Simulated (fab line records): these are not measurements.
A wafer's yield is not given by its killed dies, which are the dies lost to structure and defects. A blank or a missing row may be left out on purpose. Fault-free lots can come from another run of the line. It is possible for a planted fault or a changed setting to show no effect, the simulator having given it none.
fab line records | flow n5-finfet | part 2 of 2: steps 5 to 6 of 6
[record] lots = 23 wafers = 69 last-day = 18
route steps=1938 shown SDB@359 HKMG_FIN@406
lots untouched by any fault: they come from a run of this same line in which no faults occurred
start-h: hours from the record's first day to the start of the lot's first wafer shown | wait-h: hours from the lot's prior step to this one | " as in the row above | L1.1+2: a single row standing in for several wafers | - no value, or no start was given | * or withheld: withheld | < > ~ a bound
route shown NAME@n: NAME is a module with steps in the file, n the number in the route of the first one | usual: mean and standard deviation over wafers with no fault | same: alike in all rows | chamber/n: place in a boat | sites: each site's reading | _std_site: standard deviation across them | _edge_site: the outer-site mean with the inner-site mean subtracted | radius-mm: how far each site lies from the wafer's centre | mask NAME#n: copy n | behind: the tool/chamber that last shaped the wafer | hold: reason for holding the lot/hours on hold/outcome of the hold | device: the n, p or np transistor that did not switch | end of line: the tests these same wafers got at the end of their route | for a step that has no rows: nothing shown but its recipe | killed: the dies lost at the first sort to structure and to defects; this is not the yield of the wafer | map: a wafer's dies, x killed, . not, _ none there
set.NAME: the setting that was run; set.NAME@STEP: the one run at that earlier step | model.NAME: the simulator's own value behind a step, which no gauge read
one table for each step of the route and one row for each wafer, over a sample of lots
services: when a tool's chamber went out of use (start-h, in hours from the record's first day, below 0 if earlier), for how many hours, and the reason
[[steps]]
[step N5_HKMG_FIN_STRIP_34]
[recipe] chemistry = CF4 resist = SiARC power-w = 300 bias-power-w = 75 pressure-mtorr = 50 cf4-flow-sccm = 150 rf-frequency-hz = 6e+07
[usual] bias-power-w = 74.99/0.22 drypump-motor-current-A = 5.6/0.52 oes-product-au = 0.79/0.058 rf-vpp-V = 271.5/1.4 showerhead-plenum-p-Torr = 1.81/0.057 throttle-valve-pct = 13.63/0.21
// columns lot.wafer tool chamber start-h wait-h bias-power-w drypump-motor-current-A oes-product-au rf-hours-counter-h rf-vpp-V showerhead-plenum-p-Torr throttle-valve-pct
L076.1 rie-diel-01 2 90.92 0.0 75.05 4.9 0.75 143 272.4 1.86 13.81
L076.3 " 0 " " 74.91 6.3 0.83 64 271.1 1.81 13.30
L076.6 " 0 " " 74.86 6.3 0.84 - 272.9 1.81 13.31
L075.2 rie-diel-03 2 94.06 0.0 75.16 5.3 0.80 79 271.9 1.82 13.75
L075.4 " 2 " " 75.22 5.3 0.80 - 273.2 1.82 13.76
L075.6 " 3 " " 74.87 6.3 0.71 - 269.6 1.72 13.88
L077.1 rie-diel-01 0 102.20 0.0 75.06 6.3 0.82 70 270.7 1.81 13.31
L077.3 " 1 " " 75.36 5.2 0.90 18 271.8 1.81 13.28
L077.6 " 2 " " 74.99 4.9 0.74 - 272.6 1.86 13.82
L078.3 rie-diel-01 0 105.01 0.0 74.99 6.4 0.83 72 270.4 1.81 13.33
L078.4 " 1 " " 74.93 5.3 0.90 - 272.0 1.81 13.29
L078.5 " 0 " " 74.82 6.3 0.82 - 271.7 1.81 13.32
L074.1 rie-diel-01 2 108.09 0.0 74.84 4.9 0.74 153 272.9 1.86 13.82
L074.5 " 0 " " 75.10 6.3 0.83 - 272.3 1.81 13.32
L074.6 " 2 " " 74.90 5.0 0.74 - 272.0 1.86 13.83
L079.3 rie-diel-03 2 109.01 0.0 74.84 5.3 0.79 89 270.8 1.81 13.78
L079.4 " 2 " " 74.93 5.3 0.79 - 271.5 1.81 13.78
L079.6 " 0 " " 74.85 5.7 0.77 - 271.9 1.87 13.53
L080.1 rie-diel-05 2 112.97 0.0 75.04 5.6 0.88 26 274.4 1.89 13.42
L080.3 " 1 " " 75.33 5.7 0.86 51 269.5 1.74 13.41
L080.6 " 0 " " 75.05 6.2 0.84 - 271.5 1.74 13.61
L081.2 rie-diel-03 0 116.11 0.0 75.25 5.7 0.77 118 271.5 1.87 13.55
L081.3 " 3 " " 74.94 6.3 0.70 211 269.2 1.72 13.93
L081.5 " 0 " " 75.20 5.7 0.77 - 272.9 1.87 13.56
L082.1 rie-diel-03 2 124.39 0.0 74.99 5.3 0.78 95 271.1 1.81 13.78
L082.2 " 0 " " 75.31 5.6 0.76 121 273.5 1.87 13.55
L082.4 " 3 " " 74.86 6.3 0.69 - 268.6 1.72 13.93
L084.1 rie-diel-03 0 133.05 0.0 75.33 5.7 0.76 125 272.2 1.87 13.54
L084.2 " 2 " " 74.99 5.3 0.78 100 271.4 1.81 13.80
L084.6 " 2 " " 74.64 5.3 0.77 - 271.9 1.81 13.81
L085.2 rie-diel-05 3 144.28 0.0 75.22 4.6 0.86 50 273.0 1.91 13.59
L085.3 " 0 " " 74.79 6.2 0.84 74 269.6 1.74 13.66
L085.6 " 0 " " 75.27 6.2 0.83 - 269.9 1.74 13.65
L086.1 rie-diel-05 3 156.87 0.0 74.61 4.6 0.85 54 273.0 1.91 13.61
L086.3 " 2 " " 74.85 5.6 0.87 39 273.4 1.89 13.45
L086.6 " 1 " " 74.94 5.6 0.84 - 270.2 1.74 13.42
L087.1 rie-diel-01 0 160.21 0.0 74.72 6.3 0.81 93 272.2 1.80 13.37
L087.3 " 3 " " 75.13 5.3 0.71 180 273.0 1.87 13.70
L087.6 " 0 " " 74.84 6.4 0.80 - 272.2 1.80 13.37
L088.2 rie-diel-03 3 162.51 0.0 74.64 6.3 0.69 230 269.1 1.71 13.97
L088.3 " 2 " " 75.24 5.3 0.77 112 270.9 1.81 13.83
L088.5 " 1 " " 74.78 5.2 0.80 - 272.3 1.80 13.52
L090.1 rie-diel-03 3 168.85 0.0 75.16 6.3 0.68 233 269.3 1.71 13.96
L090.4 " 0 " " 75.16 5.7 0.74 139 274.2 1.87 13.60
L090.5 " 1 " " 75.14 5.2 0.80 - 270.3 1.80 13.52
L089.2 rie-diel-03 1 170.46 0.0 74.59 5.2 0.80 110 272.1 1.80 13.52
L089.3 " 0 " " 74.94 5.6 0.75 140 272.2 1.87 13.59
L089.4 " 3 " " 74.83 6.3 0.69 234 269.8 1.71 13.97
L091.3 rie-diel-03 0 179.64 0.0 75.09 5.7 0.74 143 273.8 1.86 13.60
L091.5 " 1 " " 75.21 5.2 0.80 - 270.8 1.80 13.53
L091.6 " 0 " " 75.28 5.7 0.74 - 273.5 1.87 13.59
L092.3 rie-diel-03 1 183.97 0.0 74.58 5.2 0.79 115 271.7 1.80 13.53
L092.4 " 3 " " 75.09 6.3 0.68 238 268.3 1.71 13.98
L092.6 " 2 " " 74.93 5.3 0.76 - 271.4 1.81 13.87
L093.1 rie-diel-01 1 188.86 0.0 74.49 5.2 0.84 53 271.0 1.80 13.38
L093.2 " 2 " " 74.63 4.9 0.72 183 272.1 1.85 13.89
L093.4 " 3 " " 75.06 5.3 0.70 192 271.8 1.86 13.71
L094.1 rie-diel-01 3 196.73 0.0 75.18 5.3 0.71 195 271.4 1.86 13.70
L094.2 " 1 " " 74.88 5.2 0.84 56 273.1 1.80 13.37
L094.5 " 0 " " 74.85 6.4 0.79 - 272.3 1.80 13.39
L095.2 rie-diel-05 2 203.81 0.0 75.13 5.6 0.83 58 272.1 1.88 13.50
L095.3 " 0 " " 74.65 6.2 0.81 84 270.0 1.73 13.67
L095.4 " 1 " " 74.72 5.7 0.83 79 268.2 1.74 13.46
L096.2 rie-diel-05 3 208.19 0.0 75.36 4.6 0.82 74 272.3 1.90 13.66
L096.3 " 1 " " 74.80 5.7 0.83 81 270.5 1.74 13.46
L096.4 " 2 " " 75.06 5.6 0.83 60 272.1 1.88 13.49
L097.2 rie-diel-03 1 217.19 0.0 74.86 5.3 0.78 128 271.5 1.79 13.57
L097.4 " 1 " " 74.97 5.3 0.79 - 271.0 1.79 13.55
L097.5 " 0 " " 75.13 5.7 0.73 - 273.4 1.86 13.63
[step N5_HKMG_FIN_ETCH_35]
[recipe] chemistry = N2/H2 target = SOC target-depth-a = 2158 ion-energy-ev = 65 bias-w = 5 source-w = 3000 time-s = 243.4 pressure-mtorr = 30 n2-flow-sccm = 200 h2-flow-sccm = 200
[usual] drypump-motor-current-A = 5.6/0.52 oes-product-au = 0.79/0.061 rf-vpp-V = 141.8/1.1 showerhead-plenum-p-Torr = 2.58/0.086 throttle-valve-pct = 17.94/0.12
// columns lot.wafer tool chamber start-h wait-h drypump-motor-current-A oes-product-au rf-hours-counter-h rf-vpp-V showerhead-plenum-p-Torr throttle-valve-pct
L076.1 rie-diel-01 2 90.94 0.0 5.0 0.76 143 142.3 2.63 17.89
L076.3 " 0 " " 6.4 0.84 64 142.4 2.60 17.75
L076.6 " 0 " " 6.4 0.85 - 143.1 2.60 17.75
L075.2 rie-diel-03 2 94.08 0.0 5.3 0.80 79 142.5 2.56 17.99
L075.4 " 2 " " 5.3 0.80 - 140.0 2.56 17.99
L075.6 " 3 " " 6.3 0.71 - 139.7 2.43 18.10
L077.1 rie-diel-01 0 102.22 0.0 6.4 0.83 70 142.1 2.60 17.77
L077.3 " 1 " " 5.3 0.92 18 141.7 2.60 17.69
L077.6 " 2 " " 5.0 0.75 - 141.5 2.63 17.90
L078.3 rie-diel-01 0 105.03 0.0 6.4 0.82 72 141.9 2.59 17.77
L078.4 " 1 " " 5.2 0.91 - 141.8 2.60 17.71
L078.5 " 0 " " 6.4 0.83 - 142.6 2.59 17.76
L074.1 rie-diel-01 2 108.11 0.0 4.9 0.75 153 141.5 2.63 17.93
L074.5 " 0 " " 6.4 0.82 - 141.2 2.59 17.76
L074.6 " 2 " " 5.0 0.75 - 141.4 2.63 17.92
L079.3 rie-diel-03 2 109.03 0.0 5.3 0.79 89 141.7 2.56 18.01
L079.4 " 2 " " 5.3 0.79 - 141.1 2.56 18.00
L079.6 " 0 " " 5.7 0.79 - 142.8 2.68 17.93
L080.1 rie-diel-05 2 112.99 0.0 5.6 0.93 26 144.9 2.72 17.89
L080.3 " 1 " " 5.7 0.88 51 142.2 2.49 17.95
L080.6 " 0 " " 6.2 0.84 - 139.9 2.47 17.93
L081.2 rie-diel-03 0 116.13 0.0 5.7 0.78 118 141.6 2.67 17.92
L081.3 " 3 " " 6.3 0.71 211 139.9 2.42 18.13
L081.5 " 0 " " 5.7 0.78 - 142.5 2.67 17.93
L082.1 rie-diel-03 2 124.41 0.0 5.3 0.78 95 141.7 2.56 18.01
L082.2 " 0 " " 5.7 0.79 121 142.6 2.67 17.93
L082.4 " 3 " " 6.4 0.70 - 139.7 2.42 18.16
L084.1 rie-diel-03 0 133.07 0.0 5.7 0.79 125 142.0 2.67 17.96
L084.2 " 2 " " 5.3 0.78 100 143.5 2.55 18.02
L084.6 " 2 " " 5.3 0.78 - 139.8 2.55 18.03
L085.2 rie-diel-05 3 144.30 0.0 4.6 0.85 50 143.5 2.69 17.83
L085.3 " 0 " " 6.2 0.82 74 142.0 2.46 17.91
L085.6 " 0 " " 6.2 0.82 - 140.7 2.46 17.95
L086.1 rie-diel-05 3 156.89 0.0 4.7 0.83 54 143.1 2.69 17.84
L086.3 " 2 " " 5.6 0.90 39 142.8 2.72 17.92
L086.6 " 1 " " 5.6 0.85 - 142.3 2.49 17.98
L087.1 rie-diel-01 0 160.23 0.0 6.3 0.80 93 141.8 2.59 17.79
L087.3 " 3 " " 5.4 0.73 180 142.2 2.63 17.84
L087.6 " 0 " " 6.4 0.79 - 142.2 2.59 17.79
L088.2 rie-diel-03 3 162.53 0.0 6.3 0.69 231 139.2 2.42 18.18
L088.3 " 2 " " 5.3 0.76 112 141.6 2.55 18.03
L088.5 " 1 " " 5.2 0.81 - 142.5 2.57 17.96
L090.1 rie-diel-03 3 168.87 0.0 6.4 0.69 233 143.0 2.42 18.18
L090.4 " 0 " " 5.7 0.77 139 141.4 2.67 17.97
L090.5 " 1 " " 5.2 0.81 - 140.8 2.57 17.96
L089.2 rie-diel-03 1 170.48 0.0 5.3 0.80 111 141.2 2.57 17.96
L089.3 " 0 " " 5.7 0.77 140 142.7 2.66 17.95
L089.4 " 3 " " 6.4 0.69 234 141.1 2.42 18.17
L091.3 rie-diel-03 0 179.66 0.0 5.7 0.77 143 140.6 2.66 17.98
L091.5 " 1 " " 5.3 0.81 - 140.6 2.57 17.95
L091.6 " 0 " " 5.7 0.77 - 142.8 2.66 17.97
L092.3 rie-diel-03 1 183.99 0.0 5.2 0.80 115 142.4 2.57 17.95
L092.4 " 3 " " 6.3 0.68 238 141.1 2.41 18.19
L092.6 " 2 " " 5.3 0.75 - 142.2 2.55 18.05
L093.1 rie-diel-01 1 188.88 0.0 5.2 0.86 53 142.9 2.59 17.76
L093.2 " 2 " " 4.9 0.73 183 142.9 2.61 17.98
L093.4 " 3 " " 5.4 0.71 192 142.2 2.63 17.87
L094.1 rie-diel-01 3 196.75 0.0 5.3 0.71 195 142.6 2.63 17.88
L094.2 " 1 " " 5.2 0.85 56 142.2 2.59 17.76
L094.5 " 0 " " 6.4 0.78 - 140.1 2.58 17.83
L095.2 rie-diel-05 2 203.83 0.0 5.6 0.88 58 143.7 2.71 17.94
L095.3 " 0 " " 6.2 0.81 84 140.5 2.46 17.95
L095.4 " 1 " " 5.7 0.85 79 141.3 2.48 18.00
L096.2 rie-diel-05 3 208.21 0.0 4.6 0.81 75 142.0 2.68 17.88
L096.3 " 1 " " 5.7 0.85 81 141.1 2.48 18.01
L096.4 " 2 " " 5.6 0.87 60 143.1 2.71 17.94
L097.2 rie-diel-03 1 217.21 0.0 5.3 0.78 128 141.5 2.57 17.98
L097.4 " 1 " " 5.2 0.78 - 143.0 2.57 17.99
L097.5 " 0 " " 5.7 0.76 - 142.5 2.66 17.98
[[services]]
// columns tool chamber start-h hours kind
rie-diel-01 - 73.72 1.2 repair
rie-diel-01 1 77.18 4.7 repair
rie-diel-01 3 100.79 8.7 repair
rie-diel-01 - 135.57 0.8 repair
rie-diel-05 1 148.75 2.2 repair
rie-diel-05 0 152.80 25.5 repair
rie-diel-05 1 160.48 5.4 repair
rie-diel-01 0 168.70 6.0 repair
rie-diel-03 3 216.77 - clean
rie-diel-03 3 216.77 - consumable-replace:focus-ring
rie-diel-03 3 216.77 - consumable-replace:showerhead
rie-diel-03 3 216.77 18.6 scheduled-down
rie-diel-03 3 216.77 18.6 vent-cycle
